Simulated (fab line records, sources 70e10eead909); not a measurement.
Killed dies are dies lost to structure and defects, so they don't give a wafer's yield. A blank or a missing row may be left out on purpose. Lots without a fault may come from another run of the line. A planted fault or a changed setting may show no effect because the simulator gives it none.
fab line records | flow nand_harc
record lots=6 wafers=18 last_day=33
route steps=1302 shown P_ZERO_WELL@6 END@1302
lots that met no fault: from a run of the same line without faults
start_h: hours from the record's first day to the start of the lot's first wafer shown | wait_h: hours since the lot's step before | " the same as in the row above | L1.1+2: a row that stands for several wafers | - no value, or no start given | * or withheld: withheld | < > ~ a bound
route shown NAME@n: a module of which the file shows steps, and the number in the route of the first | usual: mean/standard deviation of fault-free wafers | same: alike in all rows | chamber/n: place in a boat | sites: the reading at each site | _std_site: their standard deviation | _edge_site: outer sites' mean less inner sites' | radius_mm: how far each site lies from the wafer's centre | mask NAME#n: copy n | behind: the tool/chamber that last shaped the wafer | hold: why the lot was held/for how many hours/how that ended | device: the transistor (n, p or np) that didn't switch | end of line: the same wafers' tests at the end of the route | a step without rows: its recipe alone | killed: dies lost to structure and defects at the first sort, not the wafer's yield | map: a wafer's dies, x killed, . not, _ none there
set.NAME: the setting as run; set.NAME@STEP: as run at that earlier step | model.NAME: the simulator's own value behind a step, which no gauge read
lots at some steps of the route; a table a step, a row a wafer
services: from which hour (start_h, from the record's first day; less than 0 if before it) a tool's chamber was out of use, for how many hours, and why
## steps
# step NHARC_P_ZERO_WELL_HMDS_04
# recipe time_s=30
# step NHARC_P_ZERO_WELL_COAT_64
# recipe temp_c=200 time_s=65
# step NHARC_P_ZERO_WELL_COAT_05
# recipe spin_rpm=2000 resist_thk_nm=600
# step NHARC_P_ZERO_WELL_SOFTBAKE_06
# recipe temp_c=125 time_s=70
# step NHARC_P_ZERO_WELL_EBR_07
# step NHARC_P_ZERO_WELL_EXPOSE_08
# recipe na=0.55 target_cd_nm=500 dose_mj=33.8 mask_id=P_ZERO
# step NHARC_P_ZERO_WELL_PEB_09
# recipe peb_temp_c=128 peb_time_s=80
# step NHARC_P_ZERO_WELL_DEVELOP_10
# recipe time_s=50 dev_temp_c=22
# step NHARC_P_ZERO_WELL_CD_MEAS_11
# recipe target_cd_nm=500 landing_energy_ev=500
# usual cd_nm=498.9/2.6
# columns lot.wafer tool chamber start_h wait_h cd_nm
L565.1 cd_sem-03 0 61.47 - 500.4
L565.2 " 0 " " 494.5
L565.3 " 0 " " 495.3
L572.2 cd_sem-01 0 131.24 - 503.7
L572.4 " 0 " " 500.6
L572.5 " 0 " " 500.5
L576.1 cd_sem-01 0 171.24 - 493.3
L576.3 " 0 " " 494.0
L576.6 " 0 " " 497.7
L577.4 cd_sem-01 0 181.12 - 497.6
L577.5 " 0 " " 496.8
L577.6 " 0 " " 502.9
L583.1 cd_sem-02 0 241.12 - 497.9
L583.2 " 0 " " 499.8
L583.3 " 0 " " 499.8
L584.2 cd_sem-01 0 251.25 - 495.0
L584.5 " 0 " " 499.2
L584.6 " 0 " " 500.6
# step NHARC_P_ZERO_WELL_HARDBAKE_12
# recipe temp_c=118 time_s=65
# step NHARC_P_ZERO_WELL_DESCUM_13
# recipe time_s=3 o2_flow_sccm=200 ar_flow_sccm=0 bias_power_w=0 chemistry=O2
# usual drypump_motor_current_A=5.6/0.53 oes_product_au=1.006/0.01 rf_vpp_V=57.8/0.83 showerhead_plenum_p_Torr=1.93/0.042 throttle_valve_pct=11.312/0.0084
# same bias_power_w=0 time_s=3
# columns lot.wafer tool chamber start_h wait_h drypump_motor_current_A oes_product_au rf_hours_counter_h rf_vpp_V showerhead_plenum_p_Torr throttle_valve_pct
L565.3 rie_diel-01 1 61.62 - 4.8 1.015 6 58.8 1.93 11.312
L565.2 " 2 " " 5.3 1.021 6 57.6 1.95 11.308
L565.1 " 3 " " 5.6 1.027 8 58.2 1.91 11.309
L572.2 rie_diel-07 1 131.40 - 6.2 1.015 1 56.4 1.99 11.319
L572.4 " 0 " " 5.5 0.998 1 58.0 2.02 11.303
L572.5 " 2 " " 6.2 1.004 - 58.2 1.90 11.308
L576.3 rie_diel-01 1 171.41 - 4.8 1.010 45 56.9 1.92 11.310
L576.1 " 3 " " 5.6 1.006 47 56.9 1.90 11.314
L576.6 " 1 " " 4.8 0.992 - 56.2 1.92 11.309
L577.4 rie_diel-07 3 181.28 - 4.9 1.015 19 57.4 1.92 11.323
L577.5 " 2 " " 6.2 1.004 - 57.9 1.89 11.311
L577.6 " 3 " " 4.9 1.002 - 57.5 1.92 11.311
L583.1 rie_diel-01 1 241.27 - 4.8 1.001 9 57.9 1.91 11.323
L583.2 " 2 " " 5.2 0.995 8 58.1 1.93 11.313
L583.3 " 0 " " 6.3 1.006 7 58.8 1.86 11.291
L584.2 rie_diel-13 1 251.41 - 5.6 1.012 23 58.2 1.87 11.310
L584.6 " 0 " " 5.4 0.996 - 57.5 1.95 11.302
L584.5 " 1 " " 5.6 1.009 - 58.7 1.87 11.327
# step NHARC_P_ZERO_WELL_ETCH_65
# recipe target_depth_a=800 overetch_a=240 time_s=87.88 ion_energy_ev=200 n2_flow_sccm=150 h2_flow_sccm=150 ar_flow_sccm=0 rf_w=400 bias_w=150 chemistry=N2/H2
# usual bias_w=150.0/0.42 chamber_pressure_mTorr=30.003/0.026 drypump_motor_current_A=5.7/0.5 oes_product_au=1.004/0.012 rf_vpp_V=431.2/1.7 showerhead_plenum_p_Torr=2.06/0.052 throttle_valve_pct=14.172/0.0095
# same time_s=87.88
# columns lot.wafer tool chamber start_h wait_h bias_w chamber_pressure_mTorr drypump_motor_current_A oes_product_au rf_hours_counter_h rf_vpp_V showerhead_plenum_p_Torr throttle_valve_pct
L565.2 rie_diel-01 2 61.71 0.1 148.9 30.007 5.3 1.015 6 431.2 2.08 14.171
L565.3 " 0 " " 150.3 29.968 6.3 1.030 9 427.9 2.00 14.181
L565.1 " 1 " " 150.6 30.066 4.8 1.016 6 431.4 2.06 14.177
L572.4 rie_diel-07 3 131.49 0.1 149.8 29.991 5.0 0.993 0 431.6 2.05 14.168
L572.2 " 1 " " 150.0 30.005 6.2 1.001 1 433.5 2.13 14.179
L572.5 " 3 " " 149.9 29.996 5.0 0.989 - 432.0 2.05 14.178
L576.1 rie_diel-01 2 171.49 0.1 149.9 29.980 5.3 1.018 41 432.6 2.06 14.164
L576.3 " 1 " " 149.9 29.999 4.8 0.992 45 432.5 2.05 14.164
L576.6 " 3 " " 149.9 29.998 5.6 1.010 - 430.9 2.03 14.179
L577.4 rie_diel-07 3 181.36 0.1 149.0 29.992 5.0 0.988 19 431.5 2.04 14.195
L577.6 " 2 " " 150.0 30.027 6.2 0.999 - 429.8 2.02 14.181
L577.5 " 3 " " 149.4 30.059 5.0 0.985 - 431.0 2.04 14.170
L583.2 rie_diel-01 0 241.36 0.1 150.2 30.015 6.3 1.013 7 428.5 1.98 14.170
L583.3 " 1 " " 150.4 30.003 4.8 0.990 9 430.9 2.04 14.169
L583.1 " 2 " " 149.8 30.034 5.2 1.003 8 431.5 2.06 14.180
L584.2 rie_diel-13 1 251.51 0.1 149.7 30.017 5.6 1.009 23 429.2 2.00 14.173
L584.6 " 2 " " 150.2 29.984 5.9 0.988 - 428.9 2.00 14.172
L584.5 " 3 " " 149.7 29.978 6.2 0.999 - 432.0 2.02 14.161
# step NHARC_P_ZERO_WELL_ETCH_62
# recipe target_depth_a=130 time_s=6.5 chf3_flow_sccm=50 ar_flow_sccm=200 rf_w=500 bias_w=200 chemistry=CHF3/Ar
# usual bias_w=199.9/0.61 chamber_pressure_mTorr=24.998/0.022 drypump_motor_current_A=5.7/0.52 oes_product_au=0.967/0.016 rf_vpp_V=371.0/1.4 showerhead_plenum_p_Torr=2.36/0.051 throttle_valve_pct=20.217/0.0091 time_s=6.5/0
# columns lot.wafer tool chamber start_h wait_h bias_w chamber_pressure_mTorr drypump_motor_current_A oes_product_au rf_hours_counter_h rf_vpp_V showerhead_plenum_p_Torr throttle_valve_pct time_s
L565.2 rie_diel-01 0 61.81 - 200.0 25.017 6.3 1.003 9 370.5 2.30 20.214 6.5
L565.3 " 1 " " 198.9 24.985 4.8 0.967 6 372.8 2.37 20.227 6.5
L565.1 " 2 " " 200.3 24.992 5.3 0.982 6 371.8 2.38 20.213 6.5
L572.4 rie_diel-07 2 131.58 - 200.3 24.989 6.2 0.947 1 370.3 2.33 20.227 6.5
L572.2 " 3 " " 199.4 24.982 5.0 0.957 1 371.5 2.36 20.222 6.5
L572.5 " 0 " " 199.2 24.952 5.6 0.974 - 373.8 2.47 20.198 6.5
L576.1 rie_diel-01 2 171.58 - - - - - - - - - -
L576.3 " 0 " " - - - - - - - - -
L576.6 " 2 " " - - - - - - - - -
L577.4 rie_diel-07 3 181.45 - - - - - - - - - -
L577.5 " 2 " " - - - - - - - - -
L577.6 " 3 " " - - - - - - - - -
L583.1 rie_diel-01 1 241.46 - 199.8 25.017 4.8 0.962 9 371.4 2.34 20.215 6.5
L583.2 " 2 " " 199.6 24.983 5.2 0.957 8 372.0 2.36 20.234 6.5
L583.3 " 3 " " 199.5 25.011 5.6 0.975 7 369.9 2.33 20.210 6.5
L584.2 rie_diel-13 3 251.58 - 200.7 24.988 6.3 0.967 25 370.1 2.33 20.229 6.5
L584.6 " 1 " " 200.5 25.018 5.7 0.967 - 368.1 2.30 20.198 6.5
L584.5 " 2 " " 199.1 25.038 5.9 0.979 - 368.8 2.30 20.222 6.5
# step NHARC_P_ZERO_WELL_ETCH_63
# recipe target_depth_a=1200 time_s=40.1 hbr_flow_sccm=150 cl2_flow_sccm=50 rf_w=400 icp_w=400 bias_w=100 chemistry=HBr/Cl2
# usual bias_w=100.04/0.27 chamber_pressure_mTorr=15.000/0.014 drypump_motor_current_A=5.6/0.4 oes_product_au=1.000/0.013 throttle_valve_pct=26.405/0.0083
# same time_s=40.1
# columns lot.wafer tool chamber start_h wait_h bias_w chamber_pressure_mTorr drypump_motor_current_A oes_product_au rf_hours_counter_h throttle_valve_pct
L565.1 rie_si-05 2 61.88 - 100.01 15.006 6.4 1.002 0.48 26.403
L565.2 " 0 " " 99.91 15.003 5.0 1.001 0.61 26.398
L565.3 " 1 " " 99.99 15.013 5.8 0.981 0.44 26.415
L572.4 rie_si-02 2 131.65 - 100.45 15.013 5.9 1.015 0.16 26.395
L572.2 " 1 " " 100.12 15.000 5.5 0.989 0.14 26.405
L572.5 " 2 " " 100.07 15.013 5.9 1.030 - 26.417
L576.3 rie_si-05 0 171.69 - 99.58 15.014 5.0 1.018 0.16 26.398
L576.1 " 1 " " 100.29 15.001 5.8 1.002 0.10 26.411
L576.6 " 2 " " 100.25 14.989 6.4 0.984 - 26.395
L577.4 rie_si-04 2 181.53 - 99.82 14.995 5.6 0.980 0.01 26.414
L577.5 " 2 " " 100.18 14.990 5.6 0.973 - 26.414
L577.6 " 3 " " 100.23 14.987 5.6 0.990 - 26.401
L583.2 rie_si-05 3 241.55 - 100.04 15.006 5.5 1.010 0.68 26.407
L583.3 " 0 " " 99.75 15.008 5.0 1.006 0.65 26.409
L583.1 " 1 " " 99.58 14.999 5.8 1.003 0.48 26.391
L584.2 rie_si-04 0 251.70 - 100.34 14.997 5.8 0.981 0.52 26.404
L584.6 " 1 " " 99.80 15.009 6.1 1.008 - 26.412
L584.5 " 2 " " 100.26 14.989 5.6 0.989 - 26.394
# step NHARC_END_SORT_01
# recipe temp_c=25
# usual killed_at_array=55/17 killed_at_other=0.9/1.2 killed_at_periphery=3.7/2.5 killed_dies=59/18 killed_open=3.4/1.9 killed_short=2.6/1.6
# same gross_dies=677
# columns lot.wafer tool chamber start_h wait_h killed_at_array killed_at_other killed_at_periphery killed_dies killed_open killed_short
L576.1 prober-02 0 704.94 2.5 55 0 622 677 4 3
L576.3 prober-02 0 706.57 3.1 63 2 612 677 3 1
L576.6 prober-02 0 709.00 4.1 48 1 628 677 3 1
L577.4 prober-01 0 741.56 3.4 45 2 630 677 3 5
L577.5 prober-01 0 742.35 3.7 51 3 623 677 2 4
L577.6 prober-01 0 743.15 4.0 58 1 618 677 2 3
# killed by level:class
L576.1 P_ZERO_WELL:area_etch=611 A_SLIT:chamber_film_flake=22 A_CHANNEL_HOLE_D2:chamber_film_flake=19 P_CONTACT:chamber_film_flake=4 A_STAIRCASE:chamber_film_flake=4 P_GATE:chamber_film_flake=3 A_WL_FILL:geometric_particle:short=2 P_BONDPAD:chamber_film_flake=2
L576.3 P_ZERO_WELL:area_etch=605 A_SLIT:chamber_film_flake=20 A_CHANNEL_HOLE_D2:chamber_film_flake=16 A_CHANNEL_HOLE_D1:chamber_film_flake=9 A_STAIRCASE:chamber_film_flake=6 A_CONTACT:chamber_film_flake=6 P_GATE:chamber_film_flake=4 P_ZERO_WELL:chamber_film_flake=2
L576.6 P_ZERO_WELL:area_etch=616 A_SLIT:chamber_film_flake=23 A_CHANNEL_HOLE_D2:chamber_film_flake=10 P_GATE:chamber_film_flake=8 A_CONTACT:chamber_film_flake=4 A_STAIRCASE:chamber_film_flake=3 P_BONDPAD:chamber_film_flake=2 A_CHANNEL_HOLE_D1:chamber_film_flake=2
L577.4 P_ZERO_WELL:area_etch=625 A_SLIT:chamber_film_flake=18 A_CHANNEL_HOLE_D1:chamber_film_flake=5 P_GATE:chamber_film_flake=4 A_CHANNEL_HOLE_D2:chamber_film_flake=4 A_STAIRCASE:chamber_film_flake=4 A_CONTACT:chamber_film_flake=4 A_ONON_D1:geometric_particle:short=2
L577.5 P_ZERO_WELL:area_etch=615 A_SLIT:chamber_film_flake=28 A_CHANNEL_HOLE_D1:chamber_film_flake=11 P_GATE:chamber_film_flake=4 A_CHANNEL_HOLE_D2:chamber_film_flake=3 THIN_TSV:chamber_film_flake=3 A_CHANNEL_HOLE_D2:geometric_particle:short=2 P_M1:chamber_film_flake=2
L577.6 P_ZERO_WELL:area_etch=614 A_SLIT:chamber_film_flake=39 A_CHANNEL_HOLE_D2:chamber_film_flake=5 A_CHANNEL_HOLE_D1:chamber_film_flake=4 A_WL_FILL:chamber_film_flake=4 P_GATE:chamber_film_flake=2 P_M0:geometric_particle:open=1 A_CHANNEL_HOLE_D1:geometric_particle:short=1
# map L576.1 (x killed, . not)
____________x____________
_________xxxxxxx_________
_______xxxxxxxxxxx_______
______xxxxxxxxxxxxx______
_____xxxxxxxxxxxxxxx_____
____xxxxxxxxxxxxxxxxx____
____xxxxxxxxxxxxxxxxx____
___xxxxxxxxxxxxxxxxxxx___
___xxxxxxxxxxxxxxxxxxx___
__xxxxxxxxxxxxxxxxxxxxx__
__xxxxxxxxxxxxxxxxxxxxx__
_xxxxxxxxxxxxxxxxxxxxxxx_
_xxxxxxxxxxxxxxxxxxxxxxx_
_xxxxxxxxxxxxxxxxxxxxxxx_
_xxxxxxxxxxxxxxxxxxxxxxx_
_xxxxxxxxxxxxxxxxxxxxxxx_
xxxxxxxxxxxxxxxxxxxxxxxxx
xxxxxxxxxxxxxxxxxxxxxxxxx
xxxxxxxxxxxxxxxxxxxxxxxxx
xxxxxxxxxxxxxxxxxxxxxxxxx
xxxxxxxxxxxxxxxxxxxxxxxxx
_xxxxxxxxxxxxxxxxxxxxxxx_
_xxxxxxxxxxxxxxxxxxxxxxx_
_xxxxxxxxxxxxxxxxxxxxxxx_
_xxxxxxxxxxxxxxxxxxxxxxx_
_xxxxxxxxxxxxxxxxxxxxxxx_
__xxxxxxxxxxxxxxxxxxxxx__
__xxxxxxxxxxxxxxxxxxxxx__
___xxxxxxxxxxxxxxxxxxx___
___xxxxxxxxxxxxxxxxxxx___
____xxxxxxxxxxxxxxxxx____
____xxxxxxxxxxxxxxxxx____
_____xxxxxxxxxxxxxxx_____
______xxxxxxxxxxxxx______
_______xxxxxxxxxxx_______
_________xxxxxxx_________
____________x____________
# map L577.4 (x killed, . not)
____________x____________
_________xxxxxxx_________
_______xxxxxxxxxxx_______
______xxxxxxxxxxxxx______
_____xxxxxxxxxxxxxxx_____
____xxxxxxxxxxxxxxxxx____
____xxxxxxxxxxxxxxxxx____
___xxxxxxxxxxxxxxxxxxx___
___xxxxxxxxxxxxxxxxxxx___
__xxxxxxxxxxxxxxxxxxxxx__
__xxxxxxxxxxxxxxxxxxxxx__
_xxxxxxxxxxxxxxxxxxxxxxx_
_xxxxxxxxxxxxxxxxxxxxxxx_
_xxxxxxxxxxxxxxxxxxxxxxx_
_xxxxxxxxxxxxxxxxxxxxxxx_
_xxxxxxxxxxxxxxxxxxxxxxx_
xxxxxxxxxxxxxxxxxxxxxxxxx
xxxxxxxxxxxxxxxxxxxxxxxxx
xxxxxxxxxxxxxxxxxxxxxxxxx
xxxxxxxxxxxxxxxxxxxxxxxxx
xxxxxxxxxxxxxxxxxxxxxxxxx
_xxxxxxxxxxxxxxxxxxxxxxx_
_xxxxxxxxxxxxxxxxxxxxxxx_
_xxxxxxxxxxxxxxxxxxxxxxx_
_xxxxxxxxxxxxxxxxxxxxxxx_
_xxxxxxxxxxxxxxxxxxxxxxx_
__xxxxxxxxxxxxxxxxxxxxx__
__xxxxxxxxxxxxxxxxxxxxx__
___xxxxxxxxxxxxxxxxxxx___
___xxxxxxxxxxxxxxxxxxx___
____xxxxxxxxxxxxxxxxx____
____xxxxxxxxxxxxxxxxx____
_____xxxxxxxxxxxxxxx_____
______xxxxxxxxxxxxx______
_______xxxxxxxxxxx_______
_________xxxxxxx_________
____________x____________
## services
# columns tool chamber start_h hours kind
rie_diel-01 0 37.95 - clean
rie_diel-01 1 37.95 - clean
rie_diel-01 2 37.95 - clean
rie_diel-01 3 37.95 - clean
rie_si-04 1 49.74 8.6 repair
rie_si-05 0 57.46 3.4 repair
rie_diel-01 0 62.45 - clean
rie_si-05 2 64.02 13.0 repair
rie_diel-01 2 75.52 6.1 repair
rie_diel-13 3 85.11 2.9 repair
rie_diel-07 3 92.05 14.3 repair
rie_si-02 - 100.02 9.0 pm
rie_si-05 3 110.09 4.8 repair
rie_diel-13 2 111.26 14.2 repair
rie_diel-07 - 117.20 9.0 pm
rie_si-05 - 128.00 9.0 pm
rie_diel-13 - 165.00 9.0 pm
rie_si-04 - 165.00 9.0 pm
rie_diel-13 1 177.41 6.6 repair
rie_diel-13 3 194.42 11.7 repair
rie_si-02 3 202.52 6.6 repair
rie_diel-01 - 205.99 9.0 pm
rie_si-04 - 206.19 0.3 repair
rie_diel-07 - 230.26 0.6 repair
## key
first_sign step=NHARC_P_ZERO_WELL_ETCH_62 reading=tool_record direction=missing
effect step=NHARC_END_SORT_01 reading=killed_at_periphery direction=up sigmas=99+ usual=3.7 struck=622.2
more_kills_born_at NHARC_P_ZERO_WELL_ETCH_62@rie_diel-07=1854 NHARC_P_ZERO_WELL_ETCH_62@rie_diel-01=1832
met_at NHARC_P_ZERO_WELL_ETCH_62
struck_wafers L576.1,L576.3,L576.6,L577.4,L577.5,L577.6
later_rows_left_out L576.1,L576.3,L576.6,L577.4,L577.5,L577.6
tester_left_out L576,L577
onset_between 131.58 171.58
fault kind=skipped_step_whole tool=rie_diel-01,rie_diel-07 chamber=- onset_h=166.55 steps=NHARC_P_ZERO_WELL_ETCH_62 scope=struck_lots_only
# tester_left_out: of these lots the tester's yield and bins aren't shown, on N5 and GAA mostly nor the transistor test; their killed dies are dies lost to structure and defects alone, not to doping, threshold or leakage, so they don't give the yield
# later_rows_left_out: the simulator's readings of these wafers behind a module that went badly wrong aren't trusted and aren't shown, but for the sort
